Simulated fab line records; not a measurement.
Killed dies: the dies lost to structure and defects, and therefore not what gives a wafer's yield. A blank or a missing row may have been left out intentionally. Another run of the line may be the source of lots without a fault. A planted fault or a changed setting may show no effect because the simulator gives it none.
Comparing a struck lot with a sound one	flow n5 finfet	28 steps out of a route of 1938
Sound: these wafers, L876.1, L876.4, L876.6. Struck: wafers L861.1, L861.3, L861.6. The cause is given at the end.
Order at every step that has rows: each side's tool, ch and its chambers, its first start. Under that, the readings that differ: sound wafers	struck wafers	difference of the means	sigmas: that difference in standard deviations of wafers without a fault.
alike: readings with means less than 2 such deviations apart, plus words and numbers identical on both sides. not compared: withheld readings, readings lacking a value on some wafer, bounds such as >300 that could conceal the same value, and numbers that have no deviation in the record and whose values overlap.
Wherever a step has rows on one side only, a row that says differs or no value, or a row with sigmas, the two part there. When numbers do not overlap yet have no deviation, they are printed without sigmas and do not part them. A reading that every wafer of one side lacks parts them only if that side has two wafers or more.

first, 9 steps without rows for these wafers: N5_SD_EPI_P_EBR_05; N5_SD_EPI_P_SOFTBAKE_04 (time 60 s); N5_SD_EPI_P_EXPOSE_06 (exposes mask SD P BLK, target cd 240 nm); N5_SD_EPI_P_PEB_07 (peb time 60 s); N5_SD_EPI_P_DEVELOP_08 (develop time 30 s); N5_SD_EPI_P_DESCUM_14 (chemistry O2, time 7.9 s); N5_SD_EPI_P_ETCH_36 (etches SiARC in CF4, target depth 45.5 nm, time 75.8 s); N5_SD_EPI_P_ETCH_37 (etches SOC in N2/H2, overetch 108 nm, time 486 s); N5_SD_EPI_P_STRIP_38 (strips in N2/H2).
N5_SD_EPI_P_ETCHBACK_46: etches SiNx in CH3F/O2, stops on SiO2, target depth 17.5 nm.
  sound on rie diel-03 ch 2,3, day 8 11:22; struck on rie diel-01 ch 1,2,3, day 4 11:01
  no value came back on the struck wafers for any of 7 readings (CH3F_flow_sccm (sccm), O2_flow_sccm (sccm) and others); on the sound wafers CH3F_flow_sccm (sccm) reads 29.93 30.09 29.97
reading	sound	struck	difference	sigmas
model.SiARC_of_SD_EPI_P_COAT_35.thk nm (nm)	15.4 15.2 15.2	19 19.6 19.8	+4	
  not compared: rf hours counter h
then, 1 step without rows for these wafers: N5_SD_EPI_P_ETCH_47 (etches SiOCN in CH3F/O2, target depth 25 nm).
N5_SD_EPI_P_ETCH_16: etches SiO2 in CHF3/O2, target depth 5 nm.
  sound on rie diel-03 ch 2,3, day 8 11:34; struck on rie diel-01 ch 1,2,3, day 4 11:13
reading	sound	struck	difference	sigmas
O2_flow_sccm (sccm)	5.008 5.030 5.042	5.007 4.958 4.985	-0.043	-3
model.SiARC_of_SD_EPI_P_COAT_35.thk nm (nm)	11.8 11.6 11.6	15.2 16 16.2	+4.1	
  alike: drypump motor current A, oes product au, rf vpp V, showerhead plenum p Torr, throttle valve pct
  not compared: rf hours counter h
then, 8 steps without rows for these wafers: N5_SD_EPI_P_STRIP_50 (strips in CHF3/O2); N5_SD_EPI_P_SD_RECESS_17 (chemistry HBr/Cl2/O2, target depth 39.1 nm, bt time 3 s); N5_SD_EPI_P_WET_ETCH_45 (etches SiO2 in dHF, time 10.7 s, target depth 2 nm, rinse time 30 s); N5_SD_EPI_P_STRIP_40 (strips in N2/H2); N5_SD_EPI_P_PRECLEAN_52 (cleans in O3/DIW, time 60 s); N5_SD_EPI_P_SRD_20 (time 30 s); N5_SD_EPI_P_PRECLEAN_51 (cleans in NF3:NH3, afs cycles 1, time 20 s, sublimation time 60 s); N5_SD_EPI_P_VAPOR_ETCH_44 (etches SiGe30 in NF3/Ar, time 3.3 s).
N5_SD_EPI_P_EPI_21: deposits SiGe:B, time 355 s.
  sound on epi rpcvd-02 ch 0, day 8 12:17; struck on epi rpcvd-02 ch 0, day 4 11:57
reading	sound	struck	difference	sigmas
model.SiGe-B_of_SD_EPI_P_EPI_21.thk nm (nm)	60 60.4 60.4	1.4 0.6 0.6	-59.4	
  alike: susceptor temp C
N5_SD_EPI_P_EPI_MEAS_23:
  sound: film metro-01 at day 8 14:29; struck: film metro-02 at day 4 14:08
reading	sound	struck	difference	sigmas
thk nm (nm)	58.1 60.5 60.7	1.8 1.3 1.3	-58.3	-53
then, 2 steps without rows for these wafers: N5_SD_EPI_P_HM_STRIP_48 (strips SiNx in H3PO4, material SiNx, target depth 3 nm); N5_SD_EPI_P_SRD_49 (time 30 s).
N5_SD_EPI_P_PRECLEAN_24: cleans in O3/DIW, time 45 s.
  sound on wet bench-04 ch 1,2,3, day 8 14:35; struck on wet bench-02 ch 2,5,6, day 4 14:15
reading	sound	struck	difference	sigmas
model.SiGe-B_of_SD_EPI_P_EPI_21.thk nm (nm)	59.6 60 59.8	1.4 0.6 0.6	-58.9	
then, 1 step without rows for these wafers: N5_SD_EPI_P_PRECLEAN_32 (cleans in dHF, time 10 s).
N5_BEOL_M4_RC_MEAS_101:
  the record has rows for the sound wafers here (prober-01 ch 0, day 13 07:43) and none for the struck ones
-- here the record skips 10 days between the struck wafers' starts before and after, leaving off in module BEOL_M4 and picking up in module PASSIVATION (first step shown: number 1936 of the route) --
N5_PASSIVATION_PROBE_49:
  the record has rows for the struck wafers here (prober-01, day 14 05:56) and none for the sound ones

## WHERE THEY PART
First at N5_SD_EPI_P_ETCHBACK_46; last, within this record, at N5_PASSIVATION_PROBE_49.

WHY: the cause the simulator had injected
Step skipped in full: rie diel-01, at N5_SD_EPI_P_ETCHBACK_46, from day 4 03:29 onward. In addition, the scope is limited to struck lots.
